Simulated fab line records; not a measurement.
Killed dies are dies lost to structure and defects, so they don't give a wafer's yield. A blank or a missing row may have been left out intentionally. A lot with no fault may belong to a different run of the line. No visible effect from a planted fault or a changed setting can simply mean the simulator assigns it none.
Struck lot and sound lot, side by side	flow nand-harc	16 steps out of a route of 1302
Sound: the wafers L773.3, L773.5, L773.6. Struck: wafer L778.4. (L778.2, L778.6 of the same lot were not struck and are left out.) The cause comes at the end.
For every step that has rows: the tool of each side, followed by ch and its chambers, followed by its first start. Under that, the readings that differ: sound wafers	struck wafers	difference of the means	sigmas: that difference in standard deviations of wafers without a fault.
alike: readings with means less than 2 such deviations apart, plus words and numbers identical on both sides. not compared: withheld readings, readings lacking a value on some wafer, bounds such as >300 that could conceal the same value, and numbers that have no deviation in the record and whose values overlap.
The two part at a step that has a row with sigmas, a row that says differs or no value, or rows on one side only. When numbers do not overlap yet have no deviation, they are printed without sigmas and do not part them. Lack of a reading on every wafer of one side parts them only where that side has two or more wafers.

NHARC_A_ONON_D2_THK_MEAS_08: measures by ellipsometry.
  sound on film-metro-01 at day 14 00:49; struck on film-metro-02 at day 15 22:55
  alike: thk-nm
after that, 1 step with no rows for these wafers: NHARC_A_ONON_D2_DEP_09 (target thk 1000 nm).
NHARC_A_ONON_D2_THK_MEAS_11: measures by ellipsometry.
  sound on film-metro-02 at day 14 01:22; struck on film-metro-02 at day 15 23:28
  alike: thk-nm
after that, 1 step with no rows for these wafers: NHARC_A_ONON_D2_DEP_12 (target thk 1000 nm).
NHARC_A_ONON_D2_THK_MEAS_14: measures by ellipsometry.
  sound on film-metro-01 at day 14 01:56; struck on film-metro-02 at day 16 00:02
  alike: thk-nm
then, 2 steps without rows for these wafers: NHARC_A_ONON_D2_ANNEAL_15 (time 3600 s); NHARC_A_ONON_D2_DEP_16 (target thk 1000 nm).
NHARC_A_ONON_D2_THK_MEAS_18: measures by ellipsometry.
  sound on film-metro-01 at day 14 11:49; struck on film-metro-01 at day 16 09:03
  alike: thk-nm
after that, 1 step with no rows for these wafers: NHARC_A_ONON_D2_DEP_19 (target thk 1000 nm).
NHARC_A_ONON_D2_THK_MEAS_21: measures by ellipsometry.
  sound on film-metro-01 at day 14 12:23; struck on film-metro-02 at day 16 09:58
  alike: thk-nm
after that, 1 step with no rows for these wafers: NHARC_A_ONON_D2_DEP_22 (target thk 1000 nm).
NHARC_A_ONON_D2_THK_MEAS_24: measures by ellipsometry.
  sound on film-metro-02 at day 14 12:56; struck on film-metro-01 at day 16 10:41
  alike: thk-nm
NHARC_A_ONON_D2_DEP_25: target thk 1000 nm.
  sound on pecvd-onon-04 ch 0, day 14 13:07; struck on pecvd-onon-04 ch 0, day 16 10:48
NHARC_A_ONON_D2_THK_MEAS_27: measures by ellipsometry.
  sound on film-metro-01 at day 14 13:31; struck on film-metro-02 at day 16 11:15
reading	sound	struck	difference	sigmas
thk-nm (nm)	1024 1025 1026	1249	+224	+20
after that, 1 step with no rows for these wafers: NHARC_A_ONON_D2_DEP_28 (target thk 1000 nm).
-- jump in the record: it breaks off in module A_ONON_D2 and resumes in module END (first step shown: number 1302 of the route), and 12 days separate the struck wafers' starts before and after --
NHARC_END_SORT_01:
  sound on prober-01 ch 0, day 25 12:06; struck on prober-01 ch 0, day 28 10:50
reading	sound	struck	difference	sigmas
killed-at-array	46 68	669	+612	+38
killed-dies	52 74	677	+614	+38
killed-open	6 2	9	+5	+3
  alike: killed-at-other, killed-at-periphery, killed-short

== WHERE THEY PART ==
At NHARC_A_ONON_D2_THK_MEAS_27 first; at NHARC_END_SORT_01 last (within this record only).

WHY: the cause the simulator had injected
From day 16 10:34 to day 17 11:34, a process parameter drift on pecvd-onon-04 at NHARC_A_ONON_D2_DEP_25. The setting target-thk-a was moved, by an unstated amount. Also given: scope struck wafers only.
